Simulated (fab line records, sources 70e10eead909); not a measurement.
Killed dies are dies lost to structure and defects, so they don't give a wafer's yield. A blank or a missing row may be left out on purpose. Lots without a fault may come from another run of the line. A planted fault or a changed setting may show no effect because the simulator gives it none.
Chamber matching | flow nand_harc | NHARC_A_STAIRCASE_DESCUM_312 on rie_diel-01: 4 sister chambers
The step chemistry O2, time 3 s. 4 wafers are shown with their chamber, then 7 later ones without.

WAFERS WITH THEIR CHAMBER
wafer  | chamber | drypump_motor_current_A (A)
L086.4 | 1       | 6.4
L086.6 | 2       | 5.7
L085.2 | 0       | 5.1
L085.4 | 3       | 5.2

WAFERS WITHOUT THEIR CHAMBER
wafer  | drypump_motor_current_A (A)
L085.6 | 6.4
L091.3 | 5.2
L091.5 | 6.4
L091.6 | 5.1
L093.1 | 5.0
L093.4 | 5.2
L093.6 | 5.0

WHICH CHAMBER EACH WENT THROUGH
wafer  | from the rows above     | in truth
L085.6 | 1                       | 1
L091.3 | can't be placed: 3 or 0 | 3
L091.5 | 1                       | 1
L091.6 | can't be placed: 0 or 3 | 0
L093.1 | can't be placed: 0 or 3 | 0
L093.4 | can't be placed: 3 or 0 | 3
L093.6 | can't be placed: 0 or 3 | 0
Placed correctly: 2 of 7. Can't be placed from these rows: 5 (the true chamber is among the candidates in 5). Placed wrongly: 0.
How it was worked out, from the rows above alone: a wafer's distance from a chamber is the root of the sum, over the readings, of the square of ((its reading less the chamber's mean) divided by the reading's scatter). The wafer belongs to the nearest chamber; if the next one is less than 2 further off, it can't be placed. A chamber's mean is the mean of its shown wafers. The scatter: with one shown wafer a chamber, the root of the mean of the squares of how far each hidden wafer lies from its nearest shown one.
